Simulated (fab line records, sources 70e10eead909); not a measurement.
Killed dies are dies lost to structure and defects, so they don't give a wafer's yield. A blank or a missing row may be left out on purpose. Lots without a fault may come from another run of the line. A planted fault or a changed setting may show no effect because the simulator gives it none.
Problem report in the 8D (eight disciplines) form, filled by code | flow nand_harc | the parts of the form that need people (team, actions taken, sign-off) are left out

1. THE PROBLEM
thk_nm at NHARC_A_ONON_D1_THK_MEAS_24 reads a mean of 1575 nm on 3 wafers of 2 lots; wafers without a fault read 1000 nm with a standard deviation of 12. That is +48 standard deviations from the usual mean.
The step: measures by ellipsometry.
First seen on wafer L353.1, day 11 07:57, on film_metro-02. The record holds 37 wafers of 13 lots with a number at this step. Rule for "out", or "out of limits": more than 4 standard deviations from the usual mean. The other wafers with a number count as sound.

2. WHAT IT IS AND WHAT IT IS NOT
question                    | is                           | is not
which readings at this step | thk_nm                       | -
which lots                  | L351, L353                   | L340, L341, L342, L345, L348, L355, L358, L359, L361, L362, L363
which wafers of those lots  | L351.1, L351.3, L353.1       | L353.4
read on which gauges        | film_metro-01, film_metro-02 | -
when                        | from day 11 07:57            | up to then (16 sound wafers); but 18 sound wafers of L355, L358, L359, L361, L362, L363 came after

3. SUSPECTS, AND WHAT RULES EACH OUT
Counting: a tool at a process step up to the reading stays a suspect if it ran every lot that is out. Sound lots after the first of them don't rule it out here, since some wafers of a struck lot are sound.
- the gauge at NHARC_A_ONON_D1_THK_MEAS_24: ruled out. The wafers that are out were read on 2 gauges (film_metro-01, film_metro-02).
- pecvd_onon-02 at NHARC_A_ONON_D1_DEP_22 (target thk 1000 nm): kept. It ran every lot that is out, first L353 (day 11 07:26); its last sound lot up to then is L348 (day 9 20:16).
Left after counting: pecvd_onon-02 at NHARC_A_ONON_D1_DEP_22.

4. THE CAUSE (what the simulator had put in)
Process parameter drift: pecvd_onon-02, from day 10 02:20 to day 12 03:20, at NHARC_A_ONON_D1_DEP_22. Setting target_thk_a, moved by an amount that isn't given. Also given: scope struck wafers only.
Counting left only this tool.

5. THE CHAIN OF EFFECTS, in route order
Each row: a reading whose mean over the struck wafers that have a number lies more than 3 standard deviations from the usual. Only readings for which the record gives a usual standard deviation are gone through. hours: the time from each lot's start at the first step in this table that gives one to its start at this step, as a median over the lots. sigmas: the change in usual standard deviations.
hours | step                        | reading         | usual   | on struck wafers | change | sigmas
0     | NHARC_A_ONON_D1_THK_MEAS_24 | thk_nm          | 1000 nm | 1575             | +575   | +48
267   | NHARC_END_SORT_01           | killed_at_array | 27      | 673              | +646   | +59
267   | NHARC_END_SORT_01           | killed_dies     | 30      | 677              | +647   | +59

6. WHAT WOULD HAVE CAUGHT IT SOONER
In this record the first reading out of limits at a measuring or inspecting step was taken at day 11 07:57, 30 hours after the fault began at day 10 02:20.
All the lots that are out (2) had begun NHARC_A_ONON_D1_DEP_22 on pecvd_onon-02 by day 11 07:57. A hold on the tool at that time would have spared none of them.
